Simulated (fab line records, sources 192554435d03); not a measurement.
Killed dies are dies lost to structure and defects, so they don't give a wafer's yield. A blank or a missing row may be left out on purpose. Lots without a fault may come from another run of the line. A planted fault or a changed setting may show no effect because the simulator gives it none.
Which tool did it? | flow n5_finfet | 9 lots, 27 wafers sampled, at 4 steps of a route of 1938

WHAT THE GAUGES READ, wafer by wafer
N5_BEOL_M6_CD_MEAS_28: target cd 40 nm.
lot  | measured     | on        | cd_nm (nm)
L397 | day 10 08:28 | cd_sem-01 | 39.92 40.06 39.86
L399 | day 10 10:56 | cd_sem-02 | 40.18 40.24 40.07
L398 | day 10 14:54 | cd_sem-02 | 39.97 39.79 39.96
L400 | day 10 22:10 | cd_sem-02 | 39.96 39.74 39.85
L404 | day 11 17:49 | cd_sem-01 | 41.56 40.83 42.06
L407 | day 13 00:19 | cd_sem-02 | 39.66 40.04 39.71
L410 | day 13 02:04 | cd_sem-03 | 39.89 40.07 40.26
L409 | day 13 05:32 | cd_sem-03 | 39.88 40.19 39.67
L417 | day 14 23:28 | cd_sem-02 | 39.68 39.88 39.93

WHICH TOOL RAN EACH LOT (tool, then ch and the chambers of the sampled wafers, then the start)
lot  | N5_BEOL_M5_CO_CAP_78             | N5_BEOL_M6_ETCH_62                 | N5_BEOL_M6_EXPOSE_25
L397 | cvd_co-01 ch 0,1, day 10 05:32   | rie_diel-05 ch 1,2, day 10 07:35   | euv_scanner-01 ch 0, day 10 08:19
L399 | cvd_co-01 ch 0,1,2, day 10 07:37 | rie_diel-05 ch 0,2, day 10 09:37   | euv_scanner-01 ch 0, day 10 10:49
L398 | cvd_co-02 ch 0,1,2, day 10 09:19 | rie_diel-03 ch 0,1,3, day 10 12:42 | euv_scanner-01 ch 0, day 10 14:46
L400 | cvd_co-01 ch 0,1,2, day 10 17:16 | rie_diel-03 ch 0,1,2, day 10 20:26 | euv_scanner-01 ch 0, day 10 22:02
L404 | cvd_co-02 ch 0,1,2, day 11 13:49 | rie_diel-01 ch 1,2,3, day 11 16:56 | euv_scanner-01 ch 0, day 11 17:41
L407 | cvd_co-01 ch 0,1, day 12 20:34   | rie_diel-01 ch 1,3, day 12 23:31   | euv_scanner-02 ch 0, day 13 00:11
L410 | cvd_co-02 ch 0,2, day 12 21:26   | rie_diel-05 ch 1,3, day 13 00:56   | euv_scanner-02 ch 0, day 13 01:57
L409 | cvd_co-02 ch 0,2, day 13 01:32   | rie_diel-05 ch 0,3, day 13 04:37   | euv_scanner-02 ch 0, day 13 05:24
L417 | cvd_co-02 ch 1,2, day 14 20:03   | rie_diel-03 ch 0,1, day 14 22:35   | euv_scanner-02 ch 0, day 14 23:21
- N5_BEOL_M5_CO_CAP_78: material Co, precursor CCTBA/H2, target thk 2 nm, time 102.1 s.
- N5_BEOL_M6_ETCH_62: etches SOC in N2/H2, target depth 110 nm, overetch 22 nm, time 165 s.
- N5_BEOL_M6_EXPOSE_25: exposes mask V5, target cd 40 nm.

WHAT THE TOOLS THEMSELVES READ (means of the sampled wafers that have a number; where no wafer has one, the mark that the record gives instead)
N5_BEOL_M5_CO_CAP_78.
lot  | tool      | heater_power_w (W)
L397 | cvd_co-01 | 277
L399 | cvd_co-01 | 245
L398 | cvd_co-02 | 245
L400 | cvd_co-01 | 246
L404 | cvd_co-02 | 240
L407 | cvd_co-01 | 264
L410 | cvd_co-02 | 239
L409 | cvd_co-02 | 242
L417 | cvd_co-02 | 232

N5_BEOL_M6_ETCH_62.
lot  | tool        | bias_w (W) | chamber_pressure_mTorr (mTorr) | drypump_motor_current_A (A) | oes_product_au (a.u.) | rf_vpp_V (V) | showerhead_plenum_p_Torr (Torr) | throttle_valve_pct (%)
L397 | rie_diel-05 | 150.3      | 30.001                         | 5.7                         | 0.72                  | 526          | 2.60                            | 17.68
L399 | rie_diel-05 | 150.0      | 30.023                         | 5.6                         | 0.69                  | 525          | 2.56                            | 17.83
L398 | rie_diel-03 | 150.3      | 29.974                         | 5.8                         | 0.69                  | 527          | 2.64                            | 17.68
L400 | rie_diel-03 | 149.8      | 29.986                         | 5.6                         | 0.69                  | 526          | 2.61                            | 17.89
L404 | rie_diel-01 | 149.7      | 29.981                         | 5.8                         | 0.72                  | 525          | 2.54                            | 17.70
L407 | rie_diel-01 | 149.9      | 30.007                         | 6.3                         | 0.70                  | 526          | 2.61                            | 17.91
L410 | rie_diel-05 | 149.8      | 29.998                         | 5.6                         | 0.73                  | 523          | 2.53                            | 17.80
L409 | rie_diel-05 | 150.1      | 30.009                         | 5.5                         | 0.71                  | 523          | 2.52                            | 17.94
L417 | rie_diel-03 | 150.0      | 29.993                         | 5.6                         | 0.71                  | 527          | 2.70                            | 17.75

N5_BEOL_M6_EXPOSE_25.
lot  | tool           | exposure_dose_mJ_cm2
L397 | euv_scanner-01 | 45.04
L399 | euv_scanner-01 | 44.94
L398 | euv_scanner-01 | 44.99
L400 | euv_scanner-01 | 44.93
L404 | euv_scanner-01 | 44.02
L407 | euv_scanner-02 | 44.98
L410 | euv_scanner-02 | 44.97
L409 | euv_scanner-02 | 44.98
L417 | euv_scanner-02 | 44.91

THE ANSWER, worked out from the rows above alone
Rule: what is usual is taken from the lots themselves. Put in order of their means at a reading, lots are off if they are a third of the lots or fewer, leave a main group of 4 or more, and stand apart from it by a gap of 3 or more times the standard deviation of the main group's means; of several such gaps the widest counts. A main group whose means are all the same, to the digits that the tables above print for the reading, isn't used. A lot without any number at a reading at which 4 lots or more have one is off too. The other lots that the step has rows for count as sound. The gauges are gone through in route order, then the tools' own readings, and for those a lot's mean is taken as printed above. The first step at which some lot is off is used, and at that step the reading that is off furthest; a lot without a number counts as furthest.
Off: L404, at N5_BEOL_M6_CD_MEAS_28 (cd_nm). The main group: mean 39.94 nm, standard deviation 0.12.
A tool fits if, at a process step before that reading, it ran every lot that is off, and no sound lot after the first of them. The gauges at N5_BEOL_M6_CD_MEAS_28 aren't tried: what is off there is off at N5_BEOL_M6_EXPOSE_25 too, on other tools, and a gauge's error can't cause that. One fits: euv_scanner-01 at N5_BEOL_M6_EXPOSE_25. Its last sound lot is L400 (day 10 22:02), its first lot that is off L404 (day 11 17:41): a fault that began between those two fits.
The tool's own readings at N5_BEOL_M6_EXPOSE_25 bear it out: on the lots that are off they differ by more than 5 times the standard deviation of the sound lots' means. exposure_dose_mJ_cm2 reads 44.02 there against 44.97 on the sound lots.

WHAT THE SIMULATOR HAD PUT IN
Process parameter drift: euv_scanner-01, from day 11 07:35 on, at N5_BEOL_M6_EXPOSE_25. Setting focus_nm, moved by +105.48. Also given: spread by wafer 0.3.
Lots struck among those shown: L404. The rule above found the same.
